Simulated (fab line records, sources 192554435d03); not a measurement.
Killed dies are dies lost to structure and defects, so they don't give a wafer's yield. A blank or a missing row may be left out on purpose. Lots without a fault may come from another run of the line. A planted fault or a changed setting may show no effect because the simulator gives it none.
Chamber matching | flow n5_finfet | N5_FIN_SAQP_ETCH_34 on rie_diel-01: 4 sister chambers
The step etches SiO2 in C4F6/O2, target depth 45 nm, time 15 s. 4 wafers are shown with their chamber, then 8 later ones without.

WAFERS WITH THEIR CHAMBER
wafer  | chamber | throttle_valve_pct (%)
L083.3 | 0       | 21.56
L083.5 | 1       | 21.09
L086.5 | 2       | 20.95
L088.1 | 3       | 20.87

WAFERS WITHOUT THEIR CHAMBER
wafer  | throttle_valve_pct (%)
L088.3 | 20.95
L088.4 | 20.85
L090.1 | 20.87
L090.3 | 20.72
L090.5 | 20.73
L091.1 | 20.94
L091.5 | 20.89
L091.6 | 20.72

WHICH CHAMBER EACH WENT THROUGH
wafer  | from the rows above          | in truth
L088.3 | can't be placed: 2 or 3 or 1 | 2
L088.4 | can't be placed: 3 or 2      | 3
L090.1 | can't be placed: 3 or 2      | 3
L090.3 | can't be placed: 3 or 2      | 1
L090.5 | can't be placed: 3 or 2      | 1
L091.1 | can't be placed: 2 or 3 or 1 | 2
L091.5 | can't be placed: 3 or 2 or 1 | 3
L091.6 | can't be placed: 3 or 2      | 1
Placed correctly: 0 of 8. Can't be placed from these rows: 8 (the true chamber is among the candidates in 5). Placed wrongly: 0.
How it was worked out, from the rows above alone: a wafer's distance from a chamber is the root of the sum, over the readings, of the square of ((its reading less the chamber's mean) divided by the reading's scatter). The wafer belongs to the nearest chamber; if the next one is less than 2 further off, it can't be placed. A chamber's mean is the mean of its shown wafers. The scatter: with one shown wafer a chamber, the root of the mean of the squares of how far each hidden wafer lies from its nearest shown one.
